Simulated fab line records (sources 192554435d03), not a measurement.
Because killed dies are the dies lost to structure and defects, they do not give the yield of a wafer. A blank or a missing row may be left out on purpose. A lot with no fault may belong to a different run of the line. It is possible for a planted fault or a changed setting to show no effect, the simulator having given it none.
Which of the tools did it? | flow n5_finfet | 6 lots with 18 wafers sampled at 2 steps, on a route of 1938 steps

## WHAT THE GAUGES SHOWED, per wafer
N5_BEOL_M10_RS_MEAS_57: measurement is done with a four-point probe.
lot  | measured     | on            | M10_RS (ohm/sq)
L470 | day 11 02:20 | film_metro-01 | 0.159 0.160 0.158
L472 | day 11 15:52 | film_metro-02 | 0.148 0.154 0.154
L477 | day 12 19:39 | film_metro-01 | 0.155 0.149 0.155
L481 | day 15 03:34 | film_metro-02 | 0.157 0.153 0.154
L487 | day 15 22:16 | film_metro-02 | 0.154 0.145 0.146
L490 | day 16 16:00 | film_metro-01 | 0.152 0.151 0.154

## WHICH TOOL RAN EACH LOT (tool, then ch and the chambers of the sampled wafers, then the start)
lot  | N5_BEOL_M10_SPUTTER_48
L470 | pvd_sputter-02, day 11 01:04
L472 | pvd_sputter-02, day 11 14:04
L477 | pvd_sputter-02, day 12 15:44
L481 | pvd_sputter-01, day 15 02:37
L487 | pvd_sputter-03, day 15 21:11
L490 | pvd_sputter-01, day 16 14:55
- N5_BEOL_M10_SPUTTER_48: material Cu, target thk 12 nm, time 2 s.

## THE ANSWER, worked out from the rows above alone
Rule: the lots themselves supply what counts as usual. Put in order of their means at a reading, lots are off if they are a third of the lots or fewer, leave a main group of 4 or more, and stand apart from it by a gap of 3 or more times the standard deviation of the main group's means; of several such gaps the widest counts. The tables above print the reading to a certain number of digits; a main group whose means all agree to those digits is not used. A lot without any number at a reading at which 4 lots or more have one is off too. The other lots that the step has rows for count as sound.
Nothing can be told from this: no lot is off at any reading shown.

## WHAT THE SIMULATOR HAD PUT IN
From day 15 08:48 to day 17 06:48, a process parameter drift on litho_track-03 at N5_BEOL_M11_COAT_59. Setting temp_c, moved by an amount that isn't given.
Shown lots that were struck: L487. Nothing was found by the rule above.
